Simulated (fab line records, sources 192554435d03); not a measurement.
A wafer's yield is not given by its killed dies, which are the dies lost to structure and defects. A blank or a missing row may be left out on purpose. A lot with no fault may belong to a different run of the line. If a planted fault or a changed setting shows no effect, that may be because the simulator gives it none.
Which of the tools did it? | flow n5_finfet | 29 wafers from 10 lots sampled at 4 of the route's 1938 steps

== WHAT EACH GAUGE READ, for each wafer ==
N5_SD_EPI_P_INSPECT_26: inspects for defects (darkfield).
lot  | measured    | on                | raw_defect_count
L574 | day 4 04:14 | defect_inspect-02 | 123 158 197
L577 | day 5 00:49 | defect_inspect-02 | 199 190 207
L578 | day 5 05:44 | defect_inspect-02 | 168 184 236
L579 | day 5 12:32 | defect_inspect-02 | 110 172 208
L581 | day 5 21:24 | defect_inspect-02 | 141 125 202
L587 | day 7 12:07 | defect_inspect-02 | 508 566 555
L591 | day 8 11:00 | defect_inspect-02 | 634 606 533
L592 | day 8 14:39 | defect_inspect-01 | 192 153
L593 | day 9 00:38 | defect_inspect-02 | 225 201 196
L594 | day 9 03:05 | defect_inspect-02 | 318 275 297

== EACH LOT AND THE TOOL THAT RAN IT (in order: tool; ch and the chambers of the sampled wafers; start) ==
lot  | N5_SD_EPI_P_SD_RECESS_17        | N5_SD_EPI_P_STRIP_40                | N5_SD_EPI_P_PRECLEAN_33
L574 | rie_si-02 ch 0,1,3, day 4 01:12 | plasma_asher-01 ch 0,1, day 4 01:21 | wet_bench-05 ch 2,5,6, day 4 04:11
L577 | rie_si-02 ch 0,1, day 4 19:49   | plasma_asher-02 ch 0,1, day 4 19:58 | wet_bench-01 ch 0,4,5, day 5 00:46
L578 | rie_si-04 ch 0,1,3, day 5 01:51 | plasma_asher-02 ch 0,1, day 5 02:00 | wet_bench-05 ch 3,4,6, day 5 05:40
L579 | rie_si-02 ch 0,2,3, day 5 08:40 | plasma_asher-02 ch 0,1, day 5 08:48 | wet_bench-05 ch 1,4,6, day 5 12:29
L581 | rie_si-04 ch 1,2, day 5 18:15   | plasma_asher-01 ch 0,1, day 5 18:25 | wet_bench-05 ch 0,2,4, day 5 21:21
L587 | rie_si-06 ch 0,1,3, day 7 08:14 | plasma_asher-01 ch 0,1, day 7 08:23 | wet_bench-05 ch 0,4,5, day 7 12:04
L591 | rie_si-04 ch 1,2, day 8 07:07   | plasma_asher-01 ch 0,1, day 8 07:16 | wet_bench-05 ch 0,2,6, day 8 10:57
L592 | rie_si-04 ch 1,3, day 8 11:39   | plasma_asher-01 ch 0,1, day 8 11:48 | wet_bench-01 ch 3,6, day 8 14:36
L593 | rie_si-06 ch 0,1,3, day 8 19:37 | plasma_asher-01 ch 0,1, day 8 19:45 | wet_bench-01 ch 2,5,7, day 9 00:34
L594 | rie_si-06 ch 2,3, day 9 00:00   | plasma_asher-02 ch 0,1, day 9 00:12 | wet_bench-01 ch 2,4,5, day 9 03:02
- N5_SD_EPI_P_SD_RECESS_17: chemistry HBr/Cl2/O2, target depth 39.1 nm, bt time 3 s.
- N5_SD_EPI_P_STRIP_40: strips in N2/H2.
- N5_SD_EPI_P_PRECLEAN_33: cleans in SC2, time 45 s.

== THE ANSWER, worked out from the rows above alone ==
Rule: usual is defined by the lots themselves. Put in order of their means at a reading, lots are off if they are a third of the lots or fewer, leave a main group of 4 or more, and stand apart from it by a gap of 3 or more times the standard deviation of the main group's means; of several such gaps the widest counts. A main group whose means are all the same, to the digits that the tables above print for the reading, isn't used. Also off: a lot with no number at a reading for which 4 or more lots have one. Where the step has rows for the other lots, those lots are counted as sound.
Off at N5_SD_EPI_P_INSPECT_26 (raw_defect_count): L587, L591. Mean 194 and standard deviation 43 in the main group.
If a tool, at a process step before that reading, ran all the lots that are off and no sound lot after the first of them, it fits. Gauges at N5_SD_EPI_P_INSPECT_26: tried the same way as those tools. One candidate fits, namely wet_bench-05 at N5_SD_EPI_P_PRECLEAN_33. A fault onset in the window from L581 (day 5 21:21, its last sound lot) to L587 (day 7 12:04, its first lot off) fits.

== WHAT THE SIMULATOR PUT IN ==
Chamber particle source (wet_bench-05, N5_SD_EPI_P_PRECLEAN_33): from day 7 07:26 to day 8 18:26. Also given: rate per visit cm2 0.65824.
Shown lots that were struck: L587, L591. Same finding as the rule above.
